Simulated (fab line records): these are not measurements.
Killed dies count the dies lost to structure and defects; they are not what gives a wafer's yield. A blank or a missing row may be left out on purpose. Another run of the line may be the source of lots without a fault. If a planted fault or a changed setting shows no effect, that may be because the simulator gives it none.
Split-lot experiment    flow n5_finfet    on a route of 1938 steps: 7 lots, 39 wafers read

== THE SPLIT ==
At N5_FIN_CUT_ETCH_21 (etches SOC in N2/H2, target depth 219 nm, overetch 43.8 nm, time 523.5 s), the setting time_s was moved away from the recipe's 523.5 s on 15 of the 39 wafers read, by -11.3% to +20.8%. All remaining wafers had this setting at the recipe value.

== FROM THE SPLIT TO THE READING: what the file shows between them, 7 steps ==
- N5_FIN_CUT_STRIP_23: strips in N2/H2
- N5_FIN_CUT_STRIP_31: strips in N2/H2
- N5_FIN_CUT_STRIP_24: strips in CF4
- N5_FIN_CUT_CUT_ETCH_26: etches SiNx in CH3F/O2, target depth 39 nm, time 55.7 s
- N5_FIN_CUT_CUT_ETCH_27: etches SiO2 in CHF3/O2, target depth 4 nm, overetch 2 nm, time 4.9 s
- N5_FIN_CUT_PRECLEAN_35: cleans in vHF, time 13.3 s
- N5_FIN_CUT_CUT_ETCH_15: etches Si in HBr/Cl2/O2, target depth 100 nm, bt time 10 s, time 42.4 s

== THE READING ==
FIN_CUT.cd_offset_nm (the simulator's own value, which no gauge read), in nm, at N5_FIN_CUT_CUT_ETCH_28 (etches Si in HBr/Cl2/O2, target depth 6 nm, time 2.4 s). No usual value for it is given in the file. The 24 wafers here that ran the recipe average -0.1 nm, standard deviation 0.44 nm.

wafer   tool, chamber at the split  time_s as run, s  against the recipe  FIN_CUT.cd_offset_nm, nm  against lot-mates on the recipe
L078.1  rie_diel-04, 3              608.7             +16.3%              1                         +1.6
L078.2  rie_diel-04, 0              523.5             recipe              -0.8                      -
L078.3  rie_diel-04, 2              523.5             recipe              -0.8                      -
L078.4  rie_diel-04, 1              608.7             +16.3%              0.6                       +1.2
L078.5  rie_diel-04, 2              608.7             +16.3%              0.4                       +1.0
L078.6  rie_diel-04, 3              523.5             recipe              -0.2                      -
L082.1  rie_diel-05, 2              464.1             -11.3%              -0.2                      -0.5
L082.2  rie_diel-05, 0              523.5             recipe              0.2                       -
L082.5  rie_diel-05, 1              523.5             recipe              0.2                       -
L082.3  rie_diel-05, 1              464.1             -11.3%              -0.6                      -0.9
L082.4  rie_diel-05, 3              523.5             recipe              0.6                       -
L082.6  rie_diel-05, 2              464.1             -11.3%              0                         -0.3
L084.1  rie_diel-06, 2              605.2             +15.6%              1                         +1.1
L084.2  rie_diel-06, 0              605.2             +15.6%              0.6                       +0.7
L084.3  rie_diel-06, 3              523.5             recipe              -0.2                      -
L084.4  rie_diel-06, 3              523.5             recipe              0                         -
L084.6  rie_diel-06, 0              523.5             recipe              0                         -
L084.5  rie_diel-06, 2              605.2             +15.6%              1.2                       +1.3
L086.1  rie_diel-04, 1              523.5             recipe              0.2                       -
L086.2  rie_diel-04, 3,2            608.2             +16.2%              1.2                       +0.9
L086.4  rie_diel-04, 3,2            608.2             +16.2%              1.2                       +0.9
L086.3  rie_diel-04, 0              523.5             recipe              0                         -
L086.5  rie_diel-04, 0              608.2             +16.2%              1                         +0.7
L086.6  rie_diel-04, 1              523.5             recipe              0.6                       -
L087.1  rie_diel-06, 3              523.5             recipe              -0.4                      -
L087.4  rie_diel-06, 2              523.5             recipe              -0.4                      -
L087.2  rie_diel-06, 0              523.5             recipe              -0.8                      -
L087.3  rie_diel-06, 2              523.5             recipe              0                         -
L087.5  rie_diel-06, 0              523.5             recipe              -0.6                      -
L087.6  rie_diel-06, 3              523.5             recipe              -0.2                      -
L088.1  rie_diel-04, 3              523.5             recipe              0.2                       -
L088.2  rie_diel-04, 0              632.5             +20.8%              1.4                       +0.9
L088.3  rie_diel-04, 2              632.5             +20.8%              1.4                       +0.9
L088.4  rie_diel-04, 1              632.5             +20.8%              2.2                       +1.7
L088.5  rie_diel-04, 0              523.5             recipe              0.6                       -
L088.6  rie_diel-04, 3              523.5             recipe              0.6                       -
L093.4  rie_diel-06, 2              523.5             recipe              -0.2                      -
L093.5  rie_diel-06, 3              523.5             recipe              -0.2                      -
L093.6  rie_diel-06, 0              523.5             recipe              -0.6                      -
The file does not say which wafer passed through which chamber wherever a row lists several chambers: such a row stands for several wafers.

THE FIT
A straight line over all 39 wafers: FIN_CUT.cd_offset_nm changes by +0.0616 nm for each +1% of time_s; r = +0.79; the points scatter about the line by 0.44 nm.
The same after taking each lot's own level away (the mean of its wafers on the recipe; 39 wafers): +0.0608 nm for each +1%; r = +0.91; scatter 0.26 nm.
According to that fit, moving time_s by its largest amount changes the reading by 1.3 nm.
Measured against the standard deviation above, the lots' own levels, which go from -0.60 to 0.47 nm, span 2.4 times it.
So the lot-to-lot level blurs the effect unless lot-mates are compared.
Check: +1.33 nm against its lot-mates is what the line predicts for one of the wafers moved furthest among these (+20.8%) when that wafer is left out of the fit. It came out at +0.933 nm against them.

== THE WHOLE CHAIN: every reading that the file lists as answering this split, in the file's order ==
step                    what it does                                                              reading                                                                           change (the file's fit)                 r (the file's)
N5_FIN_CUT_ETCH_21      etches SOC in N2/H2, target depth 219 nm, overetch 43.8 nm, time 523.5 s  SiARC_of_FIN_CUT_COAT_19.thk_nm (the simulator's own value, which no gauge read)  -0.0808 nm for each +1% of the setting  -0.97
N5_FIN_CUT_ETCH_21      etches SOC in N2/H2, target depth 219 nm, overetch 43.8 nm, time 523.5 s  FIN_CUT.cd_offset_nm (the simulator's own value, which no gauge read)             +0.0627 nm for each +1% of the setting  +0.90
N5_FIN_CUT_CUT_ETCH_26  etches SiNx in CH3F/O2, target depth 39 nm, time 55.7 s                   FIN_CUT.cd_offset_nm (the simulator's own value, which no gauge read)             +0.0597 nm for each +1% of the setting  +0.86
N5_FIN_CUT_CUT_ETCH_15  etches Si in HBr/Cl2/O2, target depth 100 nm, bt time 10 s, time 42.4 s   FIN_CUT.cd_offset_nm (the simulator's own value, which no gauge read)             +0.0608 nm for each +1% of the setting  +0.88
N5_FIN_CUT_CUT_ETCH_28  etches Si in HBr/Cl2/O2, target depth 6 nm, time 2.4 s                    FIN_CUT.cd_offset_nm (the simulator's own value, which no gauge read)             +0.0616 nm for each +1% of the setting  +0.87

== FILE'S OWN FIT ==
FIN_CUT.cd_offset_nm changes by +0.0616 nm for each +1% of time_s, r = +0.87.
